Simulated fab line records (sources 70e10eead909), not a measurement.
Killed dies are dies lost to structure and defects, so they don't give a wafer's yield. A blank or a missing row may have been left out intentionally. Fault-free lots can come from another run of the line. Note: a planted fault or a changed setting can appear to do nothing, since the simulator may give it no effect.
The tool behind it: which one? | flow nand_harc | Sampling: 10 lots, 30 wafers, 7 of 1159 route steps

== WHAT EACH GAUGE READ, for each wafer ==
NHARC_P_ZERO_WELL_CD_MEAS_24: target cd 720 nm. Usual: cd_nm reads 718.9 nm (standard deviation 2.2).
lot  | measured    | on        | cd_nm (nm)        | flag
L835 | day 1 14:44 | cd_sem-01 | 723.9 722.6 718.9 |
L837 | day 2 02:30 | cd_sem-02 | 723.0 721.5 717.3 |
L842 | day 3 08:28 | cd_sem-01 | - - -             | OFF
L843 | day 3 14:28 | cd_sem-02 | - - -             | OFF
L844 | day 3 20:35 | cd_sem-02 | 719.0 718.0 718.0 |
L852 | day 5 20:39 | cd_sem-01 | 718.9 715.4 716.9 |
L854 | day 6 08:37 | cd_sem-03 | 718.0 719.9 720.6 |
L855 | day 6 14:29 | cd_sem-02 | 718.4 719.3 720.3 |
L856 | day 6 20:28 | cd_sem-02 | 715.2 716.8 716.4 |
L857 | day 7 02:39 | cd_sem-03 | 720.8 719.0 718.6 |

NHARC_P_ZERO_WELL_INSPECT_43. Usual: raw_defect_count reads 15 (standard deviation 8.6).
lot  | measured    | on                | raw_defect_count              | flag
L835 | day 1 19:44 | defect_inspect-01 | 20 6 9                        |
L837 | day 2 07:38 | defect_inspect-02 | 26 18 22                      |
L842 | day 3 13:29 | defect_inspect-01 | 1123 1045 1106 1135 1034 1124 | OFF
L843 | day 3 19:37 | defect_inspect-02 | 1098 1096 1104 1103 1116 1102 | OFF
L844 | day 4 01:41 | defect_inspect-02 | 15 33 43                      |
L852 | day 6 01:45 | defect_inspect-01 | 12 7 23                       |
L854 | day 6 13:28 | defect_inspect-01 | 7 23 19                       |
L855 | day 6 19:28 | defect_inspect-01 | 17 13 19                      |
L856 | day 7 01:28 | defect_inspect-02 | 17 19 12                      |
L857 | day 7 07:43 | defect_inspect-02 | 5 18 1                        |

NHARC_END_SORT_01. Usual: defect_limited_yield 95.7 %, standard deviation 1.5; killed_at_array 25, standard deviation 9.5; killed_at_other 0.8, standard deviation 1.2; killed_at_periphery 3.4, standard deviation 2.2; killed_dies 29, standard deviation 10; killed_open 3.3, standard deviation 1.8; killed_short 2.1, standard deviation 1.4; sort_bin_2_pct 1.4 %, standard deviation 0.63; sort_bin_3_pct 0.22 %, standard deviation 0.2; sort_bin_4_pct 2.7 %, standard deviation 0.96; sort_n_pass 648, standard deviation 10; sort_rim_yield_pct 95.6 %, standard deviation 2.8; sort_yield_pct 95.7 %, standard deviation 1.5.
lot  | measured     | on        | defect_limited_yield (%) | killed_at_array | killed_at_other | killed_at_periphery | killed_dies | killed_open | killed_short | sort_bin_2_pct (%) | sort_bin_3_pct (%) | sort_bin_4_pct (%) | sort_n_pass | sort_rim_yield_pct (%) | sort_yield_pct (%) | flag
L835 | day 19 19:06 | prober-02 | 96.2 97.2 95.7           | 24 16 27        | 0 2 0           | 2 1 2               | 26 19 29    | 5 5 6       | 2 1 1        | 1.5 0.7 1.8        | 0.15 0 0.44        | 2.2 2.1 2.1        | 651 658 648 | 95.3 91.5 96.2         | 96.2 97.2 95.7     |
L837 | day 20 09:56 | prober-02 | 95.6 95.1 95.3           | 25 30 28        | 0 0 0           | 5 3 4               | 30 33 32    | 3 2 6       | 1 2 1        | 1.0 1.6 1.8        | 0.15 0.44 0.15     | 3.2 2.8 2.8        | 647 644 645 | 93.4 89.6 97.2         | 95.6 95.1 95.3     |
L844 | day 21 23:04 | prober-01 | 96.6 94.8 95.3           | 16 26 25        | 0 0 0           | 7 9 7               | 23 35 32    | 1 3 4       | 1 1 2        | 1.2 1.9 1.6        | 0 0 0              | 2.2 3.2 3.1        | 654 642 645 | 96.2 95.3 99.1         | 96.6 94.8 95.3     |
L852 | day 23 08:07 | prober-01 | 95.4 93.8 93.2           | 27 33 40        | 0 3 4           | 4 6 2               | 31 42 46    | 3 5 4       | 1 4 1        | 1.3 0.9 2.7        | 0 0.30 0.15        | 3.2 5.0 4.0        | 646 635 631 | 88.7 98.1 96.2         | 95.4 93.8 93.2     |
L854 | day 24 10:02 | prober-01 | 94.7 95.0 95.1           | 30 31 25        | 0 0 2           | 6 3 6               | 36 34 33    | 2 3 5       | 2 3 2        | 1.5 1.3 1.6        | 0.30 0.30 0.30     | 3.5 3.4 3.0        | 641 643 644 | 91.5 96.2 92.5         | 94.7 95.0 95.1     |
L855 | day 24 23:42 | prober-01 | 93.8 92.6 91.9           | 40 45 44        | 0 1 2           | 2 4 9               | 42 50 55    | 1 2 5       | 3 2 1        | 1.9 2.7 1.9        | 0.44 0.30 0.44     | 3.8 4.4 5.8        | 635 627 622 | 93.4 94.3 97.2         | 93.8 92.6 91.9     |
L856 | day 25 08:16 | prober-01 | 97.0 95.3 97.3           | 14 26 15        | 0 2 0           | 6 4 3               | 20 32 18    | 4 4 5       | 0 2 0        | 1.3 1.3 1.0        | 0 0 0.30           | 1.6 3.4 1.3        | 657 645 659 | 97.2 97.2 95.3         | 97.0 95.3 97.3     |
L857 | day 25 07:31 | prober-02 | 95.0 96.3 95.1           | 31 22 29        | 1 0 2           | 2 3 2               | 34 25 33    | 3 5 4       | 2 2 4        | 1.8 0.9 1.0        | 0.59 0 0           | 2.7 2.8 3.8        | 643 652 644 | 97.2 97.2 90.6         | 95.0 96.3 95.1     |

== EACH LOT AND THE TOOL THAT RAN IT (in order: tool; ch and the chambers of the sampled wafers; start) ==
lot  | NHARC_P_ZERO_WELL_ETCH_62                    | NHARC_P_ZERO_WELL_EXPOSE_21      | NHARC_P_ZERO_WELL_DESCUM_26       | NHARC_P_ZERO_WELL_DESCUM_54
L835 | rie_diel-08 ch 0,2,3, day 1 14:35 or earlier | krf_scanner-04 ch 0, day 1 14:35 | rie_diel-08 ch 1,3, day 1 14:53   | rie_diel-08 ch 0,1, day 1 18:04
L837 | rie_diel-04 ch 0,1,3, day 2 02:20 or earlier | krf_scanner-04 ch 0, day 2 02:20 | rie_diel-04 ch 0,1,3, day 2 02:40 | rie_diel-04 ch 1,2, day 2 05:58
L842 | rie_diel-08 ch 0,1,2, day 3 08:18 or earlier | krf_scanner-02, day 3 08:18      | rie_diel-04 ch 1,2, day 3 08:38   | rie_diel-08 ch 1,2,3, day 3 11:49
L843 | rie_diel-04 ch 1,2,3, day 3 14:19 or earlier | krf_scanner-04, day 3 14:19      | rie_diel-04 ch 1,2,3, day 3 14:38 | rie_diel-01 ch 0,1,3, day 3 17:48
L844 | rie_diel-04 ch 0,1,3, day 3 20:26 or earlier | krf_scanner-02 ch 0, day 3 20:26 | rie_diel-01 ch 1,2,3, day 3 20:46 | rie_diel-01 ch 0,1,2, day 4 00:02
L852 | rie_diel-01 ch 1,2,3, day 5 20:30 or earlier | krf_scanner-02 ch 0, day 5 20:30 | rie_diel-08 ch 0,1,3, day 5 20:50 | rie_diel-01 ch 0,1,3, day 6 00:05
L854 | rie_diel-01 ch 0,1, day 6 08:27 or earlier   | krf_scanner-02 ch 0, day 6 08:27 | rie_diel-01 ch 0,1,3, day 6 08:48 | rie_diel-04 ch 0,1,3, day 6 11:51
L855 | rie_diel-04 ch 0,2,3, day 6 14:20 or earlier | krf_scanner-02 ch 0, day 6 14:20 | rie_diel-08 ch 0,1,3, day 6 14:38 | rie_diel-08 ch 1,2,3, day 6 17:48
L856 | rie_diel-04 ch 0,1,3, day 6 20:19 or earlier | krf_scanner-02 ch 0, day 6 20:19 | rie_diel-04 ch 0,1,2, day 6 20:38 | rie_diel-08 ch 0,1,2, day 6 23:48
L857 | rie_diel-08 ch 0,2,3, day 7 02:29 or earlier | krf_scanner-04 ch 0, day 7 02:29 | rie_diel-04 ch 1,2,3, day 7 02:49 | rie_diel-01 ch 0,1,2, day 7 06:01
- NHARC_P_ZERO_WELL_ETCH_62: etches the open film in CHF3/Ar, target depth 13 nm, time 6.5 s.
- NHARC_P_ZERO_WELL_EXPOSE_21: exposes mask P NWELL, target cd 720 nm.
- NHARC_P_ZERO_WELL_DESCUM_26: chemistry O2, time 3 s.
- NHARC_P_ZERO_WELL_DESCUM_54: chemistry O2, time 3 s.

== AS READ BY THE TOOLS THEMSELVES (means over the sampled wafers that have a number; for cases with no such wafer, the mark the record gives instead) ==
NHARC_P_ZERO_WELL_ETCH_62. Usual: bias_w 200.0 W, standard deviation 0.55; chamber_pressure_mTorr 25.001 mTorr, standard deviation 0.021; drypump_motor_current_A 5.59 A, standard deviation 0.28; oes_product_au 0.956 a.u., standard deviation 0.021; rf_fwd_power_W 488.7 W, standard deviation 2.4; rf_vpp_V 371.6 V, standard deviation 2.2; showerhead_plenum_p_Torr 2.39 Torr, standard deviation 0.095; throttle_valve_pct 20.215 %, standard deviation 0.0086.
lot  | tool        | bias_w (W) | chamber_pressure_mTorr (mTorr) | drypump_motor_current_A (A) | oes_product_au (a.u.) | rf_fwd_power_W (W) | rf_vpp_V (V) | showerhead_plenum_p_Torr (Torr) | throttle_valve_pct (%) | flag
L835 | rie_diel-08 | 200.1      | 24.990                         | 5.64                        | 0.963                 | 488.3              | 372.3        | 2.43                            | 20.208                 |
L837 | rie_diel-04 | 199.8      | 24.985                         | 5.43                        | 0.975                 | 488.8              | 371.0        | 2.36                            | 20.218                 |
L842 | rie_diel-08 | 200.0      | 25.006                         | 5.47                        | 0.925                 | 487.3              | 371.3        | 2.38                            | 20.219                 |
L843 | rie_diel-04 | 199.8      | 25.010                         | 5.49                        | 0.968                 | 488.2              | 370.8        | 2.36                            | 20.222                 |
L844 | rie_diel-04 | 200.1      | 25.003                         | 5.42                        | 0.950                 | 489.6              | 371.1        | 2.36                            | 20.215                 |
L852 | rie_diel-01 | 200.4      | 25.003                         | 5.60                        | 0.962                 | 488.8              | 373.1        | 2.46                            | 20.212                 |
L854 | rie_diel-01 | 200.3      | 25.013                         | 5.75                        | 0.974                 | 488.8              | 372.3        | 2.44                            | 20.219                 |
L855 | rie_diel-04 | 199.8      | 25.002                         | 5.73                        | 0.965                 | 490.0              | 370.0        | 2.31                            | 20.211                 |
L856 | rie_diel-04 | 200.1      | 24.993                         | 5.42                        | 0.969                 | 489.6              | 371.4        | 2.36                            | 20.223                 |
L857 | rie_diel-08 | 200.5      | 24.982                         | 5.63                        | 0.963                 | 488.5              | 372.4        | 2.42                            | 20.212                 |

NHARC_P_ZERO_WELL_EXPOSE_21. Usual: exposure_dose_mJ_cm2 22.309, standard deviation 0.022; focus_offset_nm 0.0 nm, standard deviation 0.5.
lot  | tool           | exposure_dose_mJ_cm2 | focus_offset_nm (nm) | flag
L835 | krf_scanner-04 | 22.317               | 0.3                  |
L837 | krf_scanner-04 | 22.323               | 0.6                  |
L842 | krf_scanner-02 | -                    | -                    | OFF
L843 | krf_scanner-04 | -                    | -                    | OFF
L844 | krf_scanner-02 | 22.307               | -0.1                 |
L852 | krf_scanner-02 | 22.298               | -0.5                 |
L854 | krf_scanner-02 | 22.312               | 0.2                  |
L855 | krf_scanner-02 | 22.318               | -0.6                 |
L856 | krf_scanner-02 | 22.301               | 0.8                  |
L857 | krf_scanner-04 | 22.317               | 0.1                  |

NHARC_P_ZERO_WELL_DESCUM_26. Usual: chamber_pressure_mTorr 60.00 mTorr, standard deviation 0.053; drypump_motor_current_A 5.6 A, standard deviation 0.31; oes_product_au 0.996 a.u., standard deviation 0.009; rf_vpp_V 58.0 V, standard deviation 0.89; showerhead_plenum_p_Torr 1.96 Torr, standard deviation 0.077; throttle_valve_pct 11.310 %, standard deviation 0.0091.
lot  | tool        | chamber_pressure_mTorr (mTorr) | drypump_motor_current_A (A) | oes_product_au (a.u.) | rf_vpp_V (V) | showerhead_plenum_p_Torr (Torr) | throttle_valve_pct (%) | flag
L835 | rie_diel-08 | 60.01                          | 5.7                         | 0.990                 | 57.9         | 1.96                            | 11.309                 |
L837 | rie_diel-04 | 60.02                          | 5.4                         | 0.999                 | 57.8         | 1.93                            | 11.303                 |
L842 | rie_diel-04 | 60.02                          | 5.4                         | 0.993                 | 58.2         | 2.01                            | 11.305                 |
L843 | rie_diel-04 | 59.99                          | 5.5                         | 1.004                 | 56.9         | 1.93                            | 11.308                 |
L844 | rie_diel-01 | 59.99                          | 5.6                         | 0.989                 | 58.9         | 2.02                            | 11.310                 |
L852 | rie_diel-08 | 60.05                          | 5.7                         | 0.992                 | 58.1         | 2.01                            | 11.308                 |
L854 | rie_diel-01 | 60.02                          | 5.5                         | 0.997                 | 58.8         | 2.00                            | 11.313                 |
L855 | rie_diel-08 | 59.97                          | 5.7                         | 1.004                 | 58.3         | 2.01                            | 11.303                 |
L856 | rie_diel-04 | 60.00                          | 5.6                         | 0.994                 | 57.5         | 1.97                            | 11.311                 |
L857 | rie_diel-04 | 60.01                          | 5.5                         | 0.995                 | 57.6         | 1.93                            | 11.306                 |

NHARC_P_ZERO_WELL_DESCUM_54. Usual: chamber_pressure_mTorr 60.00 mTorr, standard deviation 0.055; drypump_motor_current_A 5.6 A, standard deviation 0.3; oes_product_au 0.996 a.u., standard deviation 0.0099; rf_vpp_V 58.2 V, standard deviation 0.89; showerhead_plenum_p_Torr 1.98 Torr, standard deviation 0.067; throttle_valve_pct 11.310 %, standard deviation 0.0079.
lot  | tool        | chamber_pressure_mTorr (mTorr) | drypump_motor_current_A (A) | oes_product_au (a.u.) | rf_vpp_V (V) | showerhead_plenum_p_Torr (Torr) | throttle_valve_pct (%) | flag
L835 | rie_diel-08 | 59.98                          | 5.6                         | 0.998                 | 58.6         | 1.97                            | 11.305                 |
L837 | rie_diel-04 | 60.00                          | 5.4                         | 0.994                 | 58.6         | 2.01                            | 11.312                 |
L842 | rie_diel-08 | 60.03                          | 5.6                         | 0.988                 | 58.2         | 1.93                            | 11.313                 |
L843 | rie_diel-01 | 59.95                          | 5.5                         | 0.995                 | 57.4         | 2.00                            | 11.320                 |
L844 | rie_diel-01 | 60.03                          | 5.7                         | 0.996                 | 58.4         | 2.00                            | 11.315                 |
L852 | rie_diel-01 | 60.02                          | 5.5                         | 0.996                 | 58.1         | 2.00                            | 11.316                 |
L854 | rie_diel-04 | 60.01                          | 5.4                         | 0.993                 | 58.5         | 1.93                            | 11.309                 |
L855 | rie_diel-08 | 59.93                          | 5.6                         | 0.995                 | 58.2         | 1.93                            | 11.313                 |
L856 | rie_diel-08 | 59.99                          | 5.5                         | 1.001                 | 58.0         | 1.95                            | 11.310                 |
L857 | rie_diel-01 | 60.02                          | 5.7                         | 0.985                 | 58.8         | 1.99                            | 11.308                 |

== THE ANSWER, worked out from the rows above alone ==
Rule: lot off if the mean of its wafers having a number is beyond 3 standard deviations from the usual mean. A lot without any number at a reading at which 4 lots or more have one is off too. All remaining lots with rows at the step are treated as sound. After the gauges, taken in route order, come the tools' own readings; for these a lot's mean is taken, as printed above. The first step at which some lot is off is used, and at that step the reading that is off furthest; a lot without a number counts as furthest.
Off: L842, L843 (NHARC_P_ZERO_WELL_CD_MEAS_24, cd_nm). Without a number there: L842, L843.
If a tool, at a process step before that reading, ran all the lots that are off and no sound lot after the first of them, it fits. Not tried: the gauges at NHARC_P_ZERO_WELL_CD_MEAS_24; whatever is off there is also off at NHARC_P_ZERO_WELL_INSPECT_43, on other tools, and gauge error can't account for it. NHARC_P_ZERO_WELL_ETCH_62: start missing for some lots; hours and lot order therefore follow NHARC_P_ZERO_WELL_EXPOSE_21. Not one of the candidates tried fits.

== WHAT THE SIMULATOR HAD PUT IN ==
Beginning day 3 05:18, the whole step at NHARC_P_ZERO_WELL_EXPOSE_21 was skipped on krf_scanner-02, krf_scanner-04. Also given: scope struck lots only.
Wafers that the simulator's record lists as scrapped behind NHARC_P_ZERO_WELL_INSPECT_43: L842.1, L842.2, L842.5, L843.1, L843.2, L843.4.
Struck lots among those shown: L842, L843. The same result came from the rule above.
